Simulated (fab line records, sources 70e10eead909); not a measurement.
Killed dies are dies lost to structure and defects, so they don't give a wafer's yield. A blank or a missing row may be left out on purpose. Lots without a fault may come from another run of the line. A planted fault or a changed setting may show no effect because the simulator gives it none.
Which tool did it? | flow nand_harc | 12 lots, 36 wafers sampled, at 5 steps of a route of 1302

WHAT THE GAUGES READ, wafer by wafer
NHARC_A_SGD_CUT_THK_MEAS_22: measures by ellipsometry.
lot  | measured     | on            | thk_nm (nm)
L718 | day 19 07:55 | film_metro-01 | 147.7 148.3 149.3
L720 | day 19 23:11 | film_metro-02 | 148.7 149.1 147.5
L719 | day 19 23:11 | film_metro-01 | 148.4 147.5 147.5
L721 | day 19 23:19 | film_metro-01 | 149.2 149.4 146.7
L722 | day 20 18:56 | film_metro-01 | 149.1 147.1 147.3
L723 | day 21 02:14 | film_metro-02 | 147.9 147.0 149.1
L724 | day 21 19:53 | film_metro-01 | 151.2 149.6 147.7
L727 | day 23 11:19 | film_metro-02 | 149.6 149.9 149.9
L728 | day 23 16:53 | film_metro-02 | 147.3 148.3 147.7
L729 | day 24 03:04 | film_metro-02 | 147.0 149.2 147.8
L737 | day 27 09:38 | film_metro-01 | 83.0 151.4 147.3
L741 | day 29 06:41 | film_metro-02 | 147.4 146.6 148.3

NHARC_A_SGD_CUT_INSPECT_25.
lot  | measured     | on                | raw_defect_count
L718 | day 19 08:23 | defect_inspect-01 | 413 396 728
L720 | day 19 23:40 | defect_inspect-01 | 537 423 304
L719 | day 19 23:46 | defect_inspect-02 | 399 384 441
L721 | day 19 23:50 | defect_inspect-01 | 433 691 430
L722 | day 20 19:24 | defect_inspect-02 | 372 427 459
L723 | day 21 02:41 | defect_inspect-02 | 347 327 327
L724 | day 21 20:21 | defect_inspect-01 | 440 452 514
L727 | day 23 11:47 | defect_inspect-01 | 342 309 378
L728 | day 23 17:22 | defect_inspect-02 | 529 403 479
L729 | day 24 03:32 | defect_inspect-01 | 329 334 529
L737 | day 27 10:07 | defect_inspect-02 | 314 353 351
L741 | day 29 07:10 | defect_inspect-01 | 501 500 454

WHICH TOOL RAN EACH LOT (tool, then ch and the chambers of the sampled wafers, then the start)
lot  | NHARC_A_SGD_CUT_DEP_20       | NHARC_A_SGD_CUT_CMP_21        | NHARC_A_SGD_CUT_ETCHBACK_24
L718 | fcvd-01 ch 0,1, day 19 00:27 | cmp-02 ch 1,2, day 19 07:40   | rie_diel-08 ch 1,2, day 19 08:10
L720 | fcvd-01 ch 0,1, day 19 15:49 | cmp-01 ch 0,1, day 19 22:56   | rie_diel-08 ch 0,2,3, day 19 23:25
L719 | fcvd-02 ch 0,1, day 19 16:10 | cmp-04 ch 1,2,3, day 19 22:58 | rie_diel-06 ch 1,2,3, day 19 23:25
L721 | fcvd-01 ch 0,1, day 19 18:47 | cmp-02 ch 0,2,3, day 19 23:07 | rie_diel-02 ch 0,1,3, day 19 23:38
L722 | fcvd-02 ch 0, day 20 14:03   | cmp-04 ch 1,3, day 20 18:43   | rie_diel-08 ch 0,1,3, day 20 19:10
L723 | fcvd-02 ch 0, day 20 21:13   | cmp-04 ch 1,3, day 21 02:00   | rie_diel-02 ch 1,2, day 21 02:27
L724 | fcvd-01 ch 0,1, day 21 13:50 | cmp-04 ch 2,3, day 21 19:38   | rie_diel-02 ch 0,3, day 21 20:07
L727 | fcvd-01 ch 0,1, day 23 03:52 | cmp-04 ch 2,3, day 23 11:05   | rie_diel-02 ch 0,1,3, day 23 11:35
L728 | fcvd-02 ch 0,1, day 23 11:49 | cmp-04 ch 0,1,2, day 23 16:39 | rie_diel-02 ch 1,2,3, day 23 17:07
L729 | fcvd-02 ch 1, day 23 19:37   | cmp-01 ch 0,3, day 24 02:49   | rie_diel-06 ch 1,2,3, day 24 03:17
L737 | fcvd-02 ch 1, day 27 04:27   | cmp-04 ch 1,2,3, day 27 09:23 | rie_diel-02 ch 1,2,3, day 27 09:52
L741 | fcvd-01 ch 0, day 29 01:41   | cmp-04 ch 1,2, day 29 06:28   | rie_diel-02 ch 1,3, day 29 06:55
- NHARC_A_SGD_CUT_DEP_20: deposits SiO2, target thk 150 nm.
- NHARC_A_SGD_CUT_CMP_21: polishes, target thk 148.19 nm.
- NHARC_A_SGD_CUT_ETCHBACK_24: etches the open film in CH3F/O2, target depth 50 nm, time 92.857 s.

WHAT THE TOOLS THEMSELVES READ (means of the sampled wafers that have a number; where no wafer has one, the mark that the record gives instead)
NHARC_A_SGD_CUT_CMP_21.
lot  | tool   | motor_current_A (A) | time_to_endpoint_s (s)
L718 | cmp-02 | 12.6                | 50
L720 | cmp-01 | 13.5                | 49
L719 | cmp-04 | 12.4                | 50
L721 | cmp-02 | 11.9                | 47
L722 | cmp-04 | 10.7                | 51
L723 | cmp-04 | 11.6                | 51
L724 | cmp-04 | 12.9                | 57
L727 | cmp-04 | 11.6                | 55
L728 | cmp-04 | 12.9                | 52
L729 | cmp-01 | 13.0                | 49
L737 | cmp-04 | 12.5                | 39
L741 | cmp-04 | 13.1                | 47

NHARC_A_SGD_CUT_ETCHBACK_24.
lot  | tool        | drypump_motor_current_A (A) | oes_product_au (a.u.) | rf_fwd_power_W (W) | rf_vpp_V (V) | showerhead_plenum_p_Torr (Torr) | throttle_valve_pct (%)
L718 | rie_diel-08 | 5.0                         | 1.02                  | 497.3              | 243.7        | 2.41                            | 20.665
L720 | rie_diel-08 | 5.7                         | 0.92                  | 494.9              | 245.2        | 2.48                            | 20.656
L719 | rie_diel-06 | 5.3                         | 1.01                  | 496.7              | 244.1        | 2.46                            | 20.665
L721 | rie_diel-02 | 5.8                         | 0.97                  | 496.3              | 243.6        | 2.38                            | 20.668
L722 | rie_diel-08 | 5.8                         | 0.93                  | 495.8              | 245.5        | 2.50                            | 20.664
L723 | rie_diel-02 | 5.5                         | 0.98                  | 498.8              | 245.0        | 2.46                            | 20.664
L724 | rie_diel-02 | 5.9                         | 0.99                  | 496.2              | 243.5        | 2.38                            | 20.661
L727 | rie_diel-02 | 5.7                         | 0.99                  | 496.9              | 243.0        | 2.38                            | 20.662
L728 | rie_diel-02 | 5.8                         | 0.99                  | 498.9              | 244.9        | 2.45                            | 20.663
L729 | rie_diel-06 | 5.3                         | 1.00                  | 496.0              | 243.3        | 2.45                            | 20.663
L737 | rie_diel-02 | 5.8                         | 0.96                  | 496.4              | 243.2        | 2.44                            | 20.665
L741 | rie_diel-02 | 5.6                         | 0.95                  | 497.7              | 243.4        | 2.37                            | 20.659

THE ANSWER, worked out from the rows above alone
Rule: what is usual is taken from the lots themselves. Put in order of their means at a reading, lots are off if they are a third of the lots or fewer, leave a main group of 4 or more, and stand apart from it by a gap of 3 or more times the standard deviation of the main group's means; of several such gaps the widest counts. A main group whose means are all the same, to the digits that the tables above print for the reading, isn't used. A lot without any number at a reading at which 4 lots or more have one is off too. The other lots that the step has rows for count as sound. The gauges are gone through in route order, then the tools' own readings, and for those a lot's mean is taken as printed above. The first step at which some lot is off is used, and at that step the reading that is off furthest; a lot without a number counts as furthest.
Off: L737, at NHARC_A_SGD_CUT_THK_MEAS_22 (thk_nm). The main group: mean 148.3 nm, standard deviation 0.7.
A tool fits if, at a process step before that reading, it ran every lot that is off, and no sound lot after the first of them. The gauges at NHARC_A_SGD_CUT_THK_MEAS_22 are tried like those tools. Can't be told from this: 2 tools fit, fcvd-02 at NHARC_A_SGD_CUT_DEP_20, film_metro-01 at NHARC_A_SGD_CUT_THK_MEAS_22.

WHAT THE SIMULATOR HAD PUT IN
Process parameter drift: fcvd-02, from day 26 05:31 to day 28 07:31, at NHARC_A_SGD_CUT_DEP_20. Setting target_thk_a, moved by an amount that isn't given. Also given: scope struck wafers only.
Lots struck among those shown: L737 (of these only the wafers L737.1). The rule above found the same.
